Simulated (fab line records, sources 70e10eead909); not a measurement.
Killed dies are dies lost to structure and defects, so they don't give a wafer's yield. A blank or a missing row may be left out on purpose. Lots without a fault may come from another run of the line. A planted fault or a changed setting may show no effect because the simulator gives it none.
fab line records | flow nand_harc
record lots=6 wafers=18 last_day=24
route steps=1159 shown P_M2@320 END@1159
lots that met no fault: from a run of the same line without faults
start_h: hours from the record's first day to the start of the lot's first wafer shown | wait_h: hours since the lot's step before | " the same as in the row above | L1.1+2: a row that stands for several wafers | - no value, or no start given | * or withheld: withheld | < > ~ a bound
route shown NAME@n: a module of which the file shows steps, and the number in the route of the first | usual: mean/standard deviation of fault-free wafers | same: alike in all rows | chamber/n: place in a boat | sites: the reading at each site | _std_site: their standard deviation | _edge_site: outer sites' mean less inner sites' | radius_mm: how far each site lies from the wafer's centre | mask NAME#n: copy n | behind: the tool/chamber that last shaped the wafer | hold: why the lot was held/for how many hours/how that ended | device: the transistor (n, p or np) that didn't switch | end of line: the same wafers' tests at the end of the route | a step without rows: its recipe alone | killed: dies lost to structure and defects at the first sort, not the wafer's yield | map: a wafer's dies, x killed, . not, _ none there
set.NAME: the setting as run; set.NAME@STEP: as run at that earlier step | model.NAME: the simulator's own value behind a step, which no gauge read
lots at some steps of the route; a table a step, a row a wafer
services: from which hour (start_h, from the record's first day; less than 0 if before it) a tool's chamber was out of use, for how many hours, and why
## steps
# step NHARC_P_M2_HMDS_02
# recipe time_s=30
# step NHARC_P_M2_COAT_34
# recipe temp_c=200 time_s=65
# step NHARC_P_M2_COAT_03
# recipe spin_rpm=1500 resist_thk_nm=90
# step NHARC_P_M2_SOFTBAKE_04
# recipe temp_c=105 time_s=55
# step NHARC_P_M2_EBR_05
# step NHARC_P_M2_EXPOSE_06
# recipe na=1.35 target_cd_nm=170 dose_mj=80.78 mask_id=P_M2
# step NHARC_P_M2_PEB_07
# recipe peb_temp_c=100 peb_time_s=65
# step NHARC_P_M2_DEVELOP_08
# recipe develop_time_s=35 dev_temp_c=23
# step NHARC_P_M2_CD_MEAS_09
# recipe target_cd_nm=170 landing_energy_ev=500
# usual cd_nm=169.9/0.57
# columns lot.wafer tool chamber start_h wait_h cd_nm
L627.3 cd_sem-01 0 129.67 - 169.5
L627.5 " 0 " " 169.7
L627.6 " 0 " " 169.6
L634.2 cd_sem-02 0 173.93 - 169.3
L634.4 " 0 " " 169.9
L634.5 " 0 " " 170.4
L636.2 cd_sem-02 0 191.34 - 169.2
L636.3 " 0 " " 169.5
L636.5 " 0 " " 168.9
L640.1 cd_sem-01 0 212.84 - 170.7
L640.2 " 0 " " 170.4
L640.6 " 0 " " 170.1
L648.1 cd_sem-03 0 253.74 - 170.6
L648.2 " 0 " " 170.6
L648.5 " 0 " " 170.6
L649.1 cd_sem-02 0 254.68 - 170.0
L649.2 " 0 " " 170.4
L649.4 " 0 " " 170.5
# step NHARC_P_M2_OVL_MEAS_10
# recipe pitch_nm=340
# usual overlay_x_nm=-0.1/0.73 overlay_y_nm=-0.1/0.94
# columns lot.wafer tool chamber start_h wait_h overlay_x_nm overlay_y_nm
L627.3 overlay-02 - 129.76 - -1.0 1.0
L627.5 " - " " -1.2 1.1
L627.6 " - " " -1.3 1.0
L634.2 overlay-02 - 174.01 - 0.8 0.1
L634.4 " - " " 0.3 -0.4
L634.5 " - " " 0.6 -1.0
L636.2 overlay-01 - 191.43 - -0.8 -1.4
L636.3 " - " " -0.6 -1.8
L636.5 " - " " -0.3 -1.9
L640.1 overlay-01 - 212.93 - 1.0 1.1
L640.2 " - " " 1.3 0.3
L640.6 " - " " 0.6 1.5
L648.1 overlay-01 - 253.82 - 0.5 0.3
L648.2 " - " " 0.7 0.5
L648.5 " - " " 0.8 0.5
L649.1 overlay-01 - 254.77 - 0.4 -1.1
L649.2 " - " " 0.7 -1.6
L649.4 " - " " 1.0 -0.6
# step NHARC_P_M2_INSPECT_11
# usual raw_defect_count=4.0/2.2
# columns lot.wafer tool chamber start_h wait_h raw_defect_count
L627.3 defect_inspect-02 - 129.79 0.0 3
L627.5 " - " " 5
L627.6 " - " " 7
L634.2 defect_inspect-02 - 174.05 0.0 4
L634.4 " - " " 1
L634.5 " - " " 2
L636.2 defect_inspect-02 - 191.46 0.0 5
L636.3 " - " " 3
L636.5 " - " " 5
L640.1 defect_inspect-01 - 212.97 0.0 3
L640.2 " - " " 5
L640.6 " - " " 6
L648.1 defect_inspect-02 - 253.86 0.0 8
L648.2 " - " " 2
L648.5 " - " " 10
L649.1 defect_inspect-02 - 254.80 0.0 4
L649.2 " - " " 3
L649.4 " - " " 6
# step NHARC_P_M2_DESCUM_14
# recipe time_s=3 o2_flow_sccm=200 ar_flow_sccm=0 bias_power_w=0 chemistry=O2
# usual drypump_motor_current_A=6.0/0.41 oes_product_au=1.002/0.0064 rf_vpp_V=57.8/0.98 showerhead_plenum_p_Torr=1.92/0.077 throttle_valve_pct=11.310/0.009
# columns lot.wafer tool chamber start_h wait_h drypump_motor_current_A oes_product_au rf_hours_counter_h rf_vpp_V showerhead_plenum_p_Torr throttle_valve_pct
L627.3 rie_diel-02 0 129.86 0.1 6.1 0.993 5 58.8 1.83 11.303
L627.5 " 3 " " 6.5 0.998 - 56.4 1.87 11.311
L627.6 " 0 " " 6.1 0.996 - 58.0 1.83 11.307
L634.4 rie_diel-02 3 174.13 0.1 6.5 1.004 0 58.2 1.87 11.319
L634.2 " 0 " " 6.2 0.994 0 56.9 1.83 11.299
L634.5 " 2 " " 5.9 0.986 - 56.4 1.97 11.310
L636.3 rie_diel-02 1 191.53 0.1 6.1 1.011 1 57.2 2.00 11.327
L636.2 " 2 " " 5.9 1.009 1 58.2 1.97 11.299
L636.5 " 1 " " 6.1 1.001 - 57.6 2.00 11.301
L640.1 rie_diel-06 2 213.08 0.1 5.0 1.002 23 57.6 2.02 11.305
L640.2 " 0 " " 5.3 0.997 29 57.4 1.89 11.308
L640.6 " 1 " " 5.4 0.998 - 57.7 1.79 11.307
L648.2 rie_diel-02 0 253.93 0.1 6.2 1.002 3 56.5 1.83 11.327
L648.1 " 1 " " 6.1 1.007 3 57.8 2.00 11.322
L648.5 " 3 " " 6.5 1.001 - 57.5 1.87 11.312
L649.4 rie_diel-06 0 254.86 0.1 5.3 1.006 1 56.8 1.89 11.304
L649.2 " 1 " " 5.4 0.988 1 56.5 1.79 11.305
L649.1 " 2 " " 5.0 0.992 1 57.8 2.01 11.294
# step NHARC_P_M2_ETCH_35
# recipe target_depth_a=400 overetch_a=120 time_s=43.94 ion_energy_ev=200 n2_flow_sccm=150 h2_flow_sccm=150 ar_flow_sccm=0 rf_w=400 bias_w=150 chemistry=N2/H2
# usual drypump_motor_current_A=6.0/0.42 oes_product_au=1.001/0.0065 rf_vpp_V=430.6/2.5 run_length_s=64.9/0.42 showerhead_plenum_p_Torr=2.04/0.085 throttle_valve_pct=14.171/0.0086
# columns lot.wafer tool chamber start_h wait_h drypump_motor_current_A oes_product_au rf_hours_counter_h rf_vpp_V run_length_s showerhead_plenum_p_Torr throttle_valve_pct
L627.3 rie_diel-02 0 129.94 0.1 6.2 1.000 5 428.5 64.5 1.95 14.181
L627.5 " 0 " " 6.2 0.991 - 428.3 64.7 1.95 14.179
L627.6 " 1 " " 6.1 1.002 - 432.2 65.1 2.13 14.182
L634.4 rie_diel-02 0 174.20 0.1 6.2 1.007 0 428.0 64.5 1.95 14.171
L634.2 " 2 " " 6.0 1.002 0 433.2 51.0 2.11 14.164
L634.5 " 0 " " 6.2 1.011 - 428.9 64.5 1.95 14.172
L636.2 rie_diel-02 3 191.62 0.1 6.5 1.006 1 430.7 51.3 1.99 14.178
L636.3 " 0 " " 6.2 0.998 1 427.5 64.7 1.95 14.176
L636.5 " 2 " " 6.0 1.015 - 432.9 64.4 2.11 14.178
L640.2 rie_diel-06 1 213.15 0.1 5.4 0.986 23 426.1 65.1 1.90 14.184
L640.1 " 0 " " 5.3 0.985 29 429.5 66.0 2.02 14.162
L640.6 " 2 " " 5.0 1.002 - 433.9 65.7 2.15 14.166
L648.1 rie_diel-02 2 254.02 0.1 5.9 1.008 3 433.2 64.3 2.11 14.171
L648.2 " 3 " " 6.5 1.013 3 429.9 64.8 1.99 14.188
L648.5 " 0 " " 6.2 1.008 - 429.3 64.6 1.95 14.178
L649.1 rie_diel-06 2 254.95 0.1 5.0 0.999 1 434.3 65.5 2.15 14.158
L649.4 " 3 " " 6.6 1.005 1 432.4 64.8 2.15 14.183
L649.2 " 0 " " 5.3 1.010 1 429.8 65.8 2.02 14.173
# step NHARC_P_M2_ETCH_15
# recipe target_depth_a=1825 time_s=91.2 c4f8_flow_sccm=withheld ar_flow_sccm=400 rf_w=600 bias_w=300 chemistry=C4F8/Ar
# usual oes_product_au=0.956/0.021 rf_vpp_V=441.0/2.5 run_length_s=112.2/0.43
# columns lot.wafer tool chamber start_h wait_h oes_product_au rf_hours_counter_h rf_vpp_V run_length_s
L627.3 rie_diel-02 0 - - 0.938 5 438.0 112.0
L627.6 " 1 " " 0.936 - 444.2 111.9
L627.5 " 2 " " 0.937 - 442.2 111.5
L634.2 rie_diel-02 3 - - 0.978 0 440.1 111.9
L634.4 " 2 " " 0.958 0 442.7 111.6
L634.5 " 3 " " 0.979 - 437.4 112.4
L636.3 rie_diel-02 3 - - 0.987 1 438.9 112.5
L636.2 " 0 " " 0.991 1 436.7 112.5
L636.5 " 3 " " 0.983 - 440.3 111.9
L640.1 rie_diel-06 0 - - 0.929 29 441.2 113.1
L640.2 " 2 " " 0.932 23 444.1 113.1
L640.6 " 1 " " 0.929 - 436.6 112.4
L648.1 rie_diel-02 3 - - 0.929 3 438.8 111.9
L648.2 " 0 " " 0.944 3 438.3 112.1
L648.5 " 2 " " 0.927 - 443.8 111.9
L649.1 rie_diel-06 1 - - 0.954 1 437.3 112.4
L649.4 " 3 " " 0.970 1 444.6 111.9
L649.2 " 0 " " 0.967 1 439.0 112.9
# step NHARC_END_SORT_01
# recipe temp_c=25
# usual defect_limited_yield=94.9/1.7 killed_at_array=31/12 killed_at_other=0.6/0.85 killed_at_periphery=3.0/2.3 killed_dies=35/12 killed_open=3.2/1.9 killed_short=1.8/1.4 sort_bin_2_pct=1.6/0.7 sort_bin_3_pct=0.28/0.22 sort_bin_4_pct=3.3/1.2 sort_n_pass=642/12 sort_rim_yield_pct=97.7/1.5 sort_yield_pct=94.9/1.7
# same gross_dies=677 sort_bin_5_pct[%]=0 sort_bin_6_pct[%]=0 sort_bin_7_pct[%]=0 sort_bin_8_pct[%]=0 sort_rim_n_gross=106.00
# columns lot.wafer tool chamber start_h wait_h defect_limited_yield[%] killed_at_array killed_at_other killed_at_periphery killed_dies killed_open killed_short sort_bin_2_pct[%] sort_bin_3_pct[%] sort_bin_4_pct[%] sort_n_pass sort_rim_yield_pct[%] sort_yield_pct[%]
L627.3 prober-01 0 455.05 3.1 94.2 28 0 11 39 6 2 1.9 0.15 3.7 638 94.3 94.2
L627.5 prober-01 0 456.67 3.7 95.6 25 0 5 30 2 0 2.1 0 2.4 647 99.1 95.6
L627.6 prober-01 0 457.47 4.0 96.0 18 0 9 27 3 1 0.6 0 3.4 650 98.1 96.0
L634.2 prober-01 0 483.13 2.8 94.7 33 1 2 36 2 2 1.2 0.74 3.4 641 99.1 94.7
L634.4 prober-01 0 484.76 3.4 93.2 43 1 2 46 3 1 2.4 0.30 4.1 631 96.2 93.2
L634.5 prober-01 0 485.58 3.8 91.3 55 2 2 59 4 0 2.4 0.44 5.9 618 96.2 91.3
L636.2 prober-01 0 509.50 2.8 94.2 37 0 2 39 3 1 2.4 0.59 2.8 638 97.2 94.2
L636.3 prober-01 0 510.31 3.1 93.9 39 0 2 41 6 1 2.5 0.15 3.4 636 98.1 93.9
L636.5 prober-01 0 511.92 3.7 92.6 46 1 3 50 6 3 1.9 0.30 5.2 627 98.1 92.6
L640.1 prober-01 0 541.63 2.5 95.3 31 0 1 32 4 1 1.6 0.44 2.7 645 99.1 95.3
L640.2 prober-01 0 542.43 2.8 93.5 40 1 3 44 1 5 2.1 0.44 4.0 633 98.1 93.5
L640.6 prober-01 0 545.63 4.0 94.8 30 0 5 35 4 2 1.5 0.15 3.5 642 96.2 94.8
L648.1 prober-01 0 582.11 2.5 93.1 38 1 8 47 3 1 3.4 0.30 3.2 630 94.3 93.1
L648.2 prober-01 0 582.90 2.8 93.5 40 1 3 44 2 2 3.2 0.44 2.8 633 99.1 93.5
L648.5 prober-01 0 585.28 3.7 93.2 40 0 6 46 4 2 2.1 0.74 4.0 631 95.3 93.2
# killed by level:class
L627.3 P_BONDPAD:chamber_film_flake=7 A_SLIT:chamber_film_flake=7 A_CONTACT:geometric_particle:open=4 A_CHANNEL_HOLE_D1:chamber_film_flake=4 A_BLC:chamber_film_flake=3 A_CONTACT:chamber_film_flake=3 P_ZERO_WELL:chamber_film_flake=2 A_ZERO_WELL:chamber_film_flake=2
L627.5 A_SLIT:chamber_film_flake=11 A_CHANNEL_HOLE_D1:chamber_film_flake=6 A_STAIRCASE:chamber_film_flake=4 P_M0:chamber_film_flake=3 P_M0:geometric_particle:open=1 A_ONON_D1:geometric_particle:open=1 P_BONDPAD:chamber_film_flake=1 A_ZERO_WELL:chamber_film_flake=1
L627.6 A_SLIT:chamber_film_flake=13 P_M0:chamber_film_flake=3 P_BONDPAD:chamber_film_flake=3 P_CONTACT:geometric_particle:open=2 A_STAIRCASE:chamber_film_flake=2 P_CONTACT:geometric_particle:short=1 A_ONON_D1:geometric_particle:open=1 A_ZERO_WELL:chamber_film_flake=1
L634.2 A_SLIT:chamber_film_flake=10 A_CHANNEL_HOLE_D1:chamber_film_flake=8 A_CONTACT:chamber_film_flake=8 A_ZERO_WELL:chamber_film_flake=2 A_STAIRCASE:chamber_film_flake=2 P_STI:geometric_particle:open=1 A_SGD_CUT:geometric_particle:short=1 A_CONTACT:geometric_particle:short=1
L634.4 A_CHANNEL_HOLE_D1:chamber_film_flake=16 A_SLIT:chamber_film_flake=15 A_CONTACT:chamber_film_flake=6 P_M2:chamber_film_flake=2 A_STAIRCASE:chamber_film_flake=2 A_SOURCE_PLATE:geometric_particle:open=1 A_BLC:geometric_particle:open=1 A_M0:geometric_particle:open=1
L634.5 A_SLIT:chamber_film_flake=20 A_CHANNEL_HOLE_D1:chamber_film_flake=15 A_CONTACT:chamber_film_flake=9 A_STAIRCASE:chamber_film_flake=6 THIN_TSV:chamber_film_flake=2 P_GATE:geometric_particle:open=1 A_ONON_D1:geometric_particle:open=1 A_STAIRCASE:geometric_particle:open=1
L636.2 A_SLIT:chamber_film_flake=14 A_CHANNEL_HOLE_D1:chamber_film_flake=12 A_STAIRCASE:chamber_film_flake=3 A_WL_FILL:chamber_film_flake=2 A_CONTACT:chamber_film_flake=2 P_M0:geometric_particle:open=1 A_ONON_D1:geometric_particle:open=1 A_CHANNEL_FILL_D1:geometric_particle:open=1
L636.3 A_CHANNEL_HOLE_D1:chamber_film_flake=18 A_SLIT:chamber_film_flake=13 A_CONTACT:geometric_particle:open=3 A_STAIRCASE:chamber_film_flake=2 P_M2:geometric_particle:open=1 P_M2:geometric_particle:short=1 A_CHANNEL_FILL_D1:geometric_particle:open=1 A_M1:geometric_particle:open=1
L636.5 A_CHANNEL_HOLE_D1:chamber_film_flake=18 A_SLIT:chamber_film_flake=16 A_CONTACT:geometric_particle:open=3 P_ZERO_WELL:chamber_film_flake=3 A_STAIRCASE:chamber_film_flake=3 A_SOURCE_PLATE:geometric_particle:short=1 A_ONON_D1:geometric_particle:open=1 A_CHANNEL_FILL_D1:geometric_particle:open=1
L640.1 A_CHANNEL_HOLE_D1:chamber_film_flake=16 A_STAIRCASE:chamber_film_flake=5 A_CONTACT:chamber_film_flake=3 A_CHANNEL_FILL_D1:geometric_particle:open=2 P_CONTACT:geometric_particle:open=1 A_SGD_CUT:geometric_particle:short=1 A_CONTACT:geometric_particle:open=1 A_ZERO_WELL:chamber_film_flake=1
L640.2 A_CHANNEL_HOLE_D1:chamber_film_flake=29 A_STAIRCASE:chamber_film_flake=5 P_CONTACT:geometric_particle:short=2 A_CONTACT:chamber_film_flake=2 A_CHANNEL_FILL_D1:geometric_particle:short=1 A_SGD_CUT:geometric_particle:short=1 A_CONTACT:geometric_particle:open=1 P_GATE:chamber_film_flake=1
L640.6 A_CHANNEL_HOLE_D1:chamber_film_flake=18 A_CONTACT:chamber_film_flake=4 A_CONTACT:geometric_particle:open=2 P_STI:chamber_film_flake=2 A_WL_FILL:chamber_film_flake=2 P_CONTACT:geometric_particle:short=1 P_M2:geometric_particle:open=1 A_CHANNEL_FILL_D1:geometric_particle:open=1
L648.1 A_SLIT:chamber_film_flake=19 A_CHANNEL_HOLE_D1:chamber_film_flake=8 P_STI:chamber_film_flake=4 A_CONTACT:chamber_film_flake=4 P_GATE:chamber_film_flake=2 A_STAIRCASE:chamber_film_flake=2 A_M1:chamber_film_flake=2 P_CONTACT:geometric_particle:open=1
L648.2 A_SLIT:chamber_film_flake=22 A_CHANNEL_HOLE_D1:chamber_film_flake=12 P_STI:chamber_film_flake=2 P_CONTACT:geometric_particle:short=1 A_ONON_D1:geometric_particle:open=1 A_ONON_D1:geometric_particle:short=1 A_CHANNEL_FILL_D1:geometric_particle:open=1 A_STAIRCASE:chamber_film_flake=1
L648.5 A_SLIT:chamber_film_flake=19 A_CONTACT:chamber_film_flake=6 A_M1:chamber_film_flake=5 P_STI:chamber_film_flake=3 A_CONTACT:geometric_particle:open=2 P_ZERO_WELL:chamber_film_flake=2 A_CHANNEL_HOLE_D1:chamber_film_flake=2 A_STAIRCASE:chamber_film_flake=2
## services
# columns tool chamber start_h hours kind
rie_diel-06 1 118.90 36.4 repair
rie_diel-02 0 129.85 - clean
rie_diel-02 1 129.85 - clean
rie_diel-02 2 129.85 - clean
rie_diel-02 3 129.85 - clean
rie_diel-06 0 131.80 9.3 repair
rie_diel-02 - 150.70 9.0 pm
rie_diel-02 0 150.70 9.0 vent_cycle
rie_diel-02 1 150.70 9.0 vent_cycle
rie_diel-02 2 150.70 9.0 vent_cycle
rie_diel-02 3 150.70 9.0 vent_cycle
rie_diel-02 0 159.70 - clean
rie_diel-02 1 159.70 - clean
rie_diel-02 2 159.70 - clean
rie_diel-02 3 159.70 - clean
rie_diel-02 - 180.35 0.4 repair
rie_diel-02 0 184.20 - clean
rie_diel-02 1 184.20 - clean
rie_diel-02 2 184.20 - clean
rie_diel-02 3 184.20 - clean
rie_diel-02 0 208.70 - clean
rie_diel-02 1 208.70 - clean
rie_diel-02 2 208.70 - clean
rie_diel-06 - 241.20 9.0 pm
## key
first_sign step=NHARC_P_M2_ETCH_35 reading=run_length_s direction=down sigmas=33 usual=* struck=*
effect none on later readings
met_at NHARC_P_M2_ETCH_35
struck_wafers L634.2,L636.2
onset_between 129.94 174.20
fault kind=process_parameter_drift tool=rie_diel-02 chamber=- onset_h=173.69 steps=NHARC_P_M2_ETCH_35 channel=time_s offset=* shape=step end_h=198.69 scope=struck_wafers_only acts_in=* stated=*
